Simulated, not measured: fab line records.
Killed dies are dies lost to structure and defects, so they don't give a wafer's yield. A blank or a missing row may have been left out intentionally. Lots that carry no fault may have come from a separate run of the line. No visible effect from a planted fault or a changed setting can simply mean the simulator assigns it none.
Problem report in the 8D (eight disciplines) form, filled by code	flow n5_finfet	the parts of the form that need people (team, actions taken, sign-off) are left out

## 1. WHAT WENT WRONG
N5_BEOL_M6_VIA_ETCH_34, run_length_s: mean 81.4 s over 1 wafer from 1 lot; wafers with no fault: 74.6 s, standard deviation 0.35. Measured from the usual mean, that is +19 standard deviations.
The step: etches SiCOH lowk in C4F6/O2, target depth 126.3 nm, time 50.9 s.
First seen on wafer L459.3, day 12 05:13, on rie_diel-06. The record holds 15 wafers of 5 lots with a number at this step. The rule behind "out" and "out of limits": a value lying over 4 standard deviations away from the usual mean. Any other wafer with a number is counted as sound.

## 2. WHAT THIS IS AND IS NOT
question	is	is not
which readings at this step	run_length_s	drypump_motor_current_A, mfc_ar_sccm, oes_product_au, rf_vpp_V, showerhead_plenum_p_Torr, throttle_valve_pct
which lots	L459	L449, L451, L453, L464
which wafers of those lots	L459.3	L459.5, L459.6
read on which tools	rie_diel-06	rie_diel-01, rie_diel-03
when	from day 12 05:13	up to then (11 sound wafers); but 3 sound wafers of L464 came after

## 3. SUSPECTS, AND WHAT RULES EACH OUT
Counting: any tool at a process step up to the reading remains a suspect provided it ran every lot that is out. Sound lots after the first of them don't rule it out here, since some wafers of a struck lot are sound.
- rie_diel-06 at N5_BEOL_M6_DESCUM_33 (chemistry O2, time 7 s): kept. It processed L459, the lot that is out, at day 12 05:02, and its most recent sound lot before then was L453 at day 10 09:27.
- rie_diel-06 at N5_BEOL_M6_ETCH_72 (etches underlayer in N2/H2, target depth 6.5 nm, time 5.2 s): kept. It processed L459, the lot that is out, at day 12 05:04, and its most recent sound lot before then was L453 at day 10 09:29.
- rie_diel-06 at N5_BEOL_M6_ETCH_65 (etches SiARC in CF4, target depth 15.6 nm, time 26 s): kept. It processed L459, the lot that is out, at day 12 05:05, and its most recent sound lot before then was L453 at day 10 09:30.
- rie_diel-06 at N5_BEOL_M6_ETCH_66 (etches SOC in N2/H2, target depth 80 nm, overetch 16 nm, time 120 s): kept. It processed L459, the lot that is out, at day 12 05:07, and its most recent sound lot before then was L453 at day 10 09:32.
- rie_diel-06 at N5_BEOL_M6_VIA_ETCH_34 (etches SiCOH lowk in C4F6/O2, target depth 126.3 nm, time 50.9 s): kept. It processed L459, the lot that is out, at day 12 05:13, and its most recent sound lot before then was L453 at day 10 09:38. Its own run_length_s readings are out on those wafers.
- rie_diel-06, N5_BEOL_M6_DESCUM_33: wafers that are out in chamber 0, sound lot-mates in chambers 2, 3.
- rie_diel-06, N5_BEOL_M6_ETCH_72: wafers that are out in chamber 0, sound lot-mates in chambers 2, 3.
- rie_diel-06, N5_BEOL_M6_ETCH_65: wafers that are out in chamber 0, sound lot-mates in chambers 2, 3.
- rie_diel-06, N5_BEOL_M6_ETCH_66: wafers that are out in chamber 0, sound lot-mates in chambers 2, 3.
- rie_diel-06, N5_BEOL_M6_VIA_ETCH_34: wafers that are out in chamber 0, sound lot-mates in chambers 2, 3.
Left after counting: rie_diel-06 at N5_BEOL_M6_DESCUM_33, rie_diel-06 at N5_BEOL_M6_ETCH_72, rie_diel-06 at N5_BEOL_M6_ETCH_65, rie_diel-06 at N5_BEOL_M6_ETCH_66, rie_diel-06 at N5_BEOL_M6_VIA_ETCH_34.

## 4. THE CAUSE (what the simulator had put in)
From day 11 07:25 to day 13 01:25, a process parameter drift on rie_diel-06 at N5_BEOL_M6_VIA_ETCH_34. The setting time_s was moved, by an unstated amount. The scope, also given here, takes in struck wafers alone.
Of the 5 suspects that counting leaves, this tool is one.

## 5. THE CHAIN OF EFFECTS, in route order
Rows list readings where the struck wafers' mean (over those with a number) sits beyond 3 standard deviations from the usual. Scope: only readings with a usual standard deviation given in the record; hours: median across lots of the time from each lot's start at the first step in this table that gives one to its start at this step; sigmas: change in usual standard deviations.
hours	step	reading	usual	on struck wafers	change	sigmas
0	N5_BEOL_M6_VIA_ETCH_34	run_length_s	74.6 s	81.4	+6.8	+19
Its process steps:
- N5_BEOL_M6_VIA_ETCH_34: etches SiCOH lowk in C4F6/O2, target depth 126.3 nm, time 50.9 s.

## 6. WHAT WOULD HAVE CAUGHT IT SOONER
In this record the first reading out of limits was taken at day 12 05:13, 22 hours after the fault began at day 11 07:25.
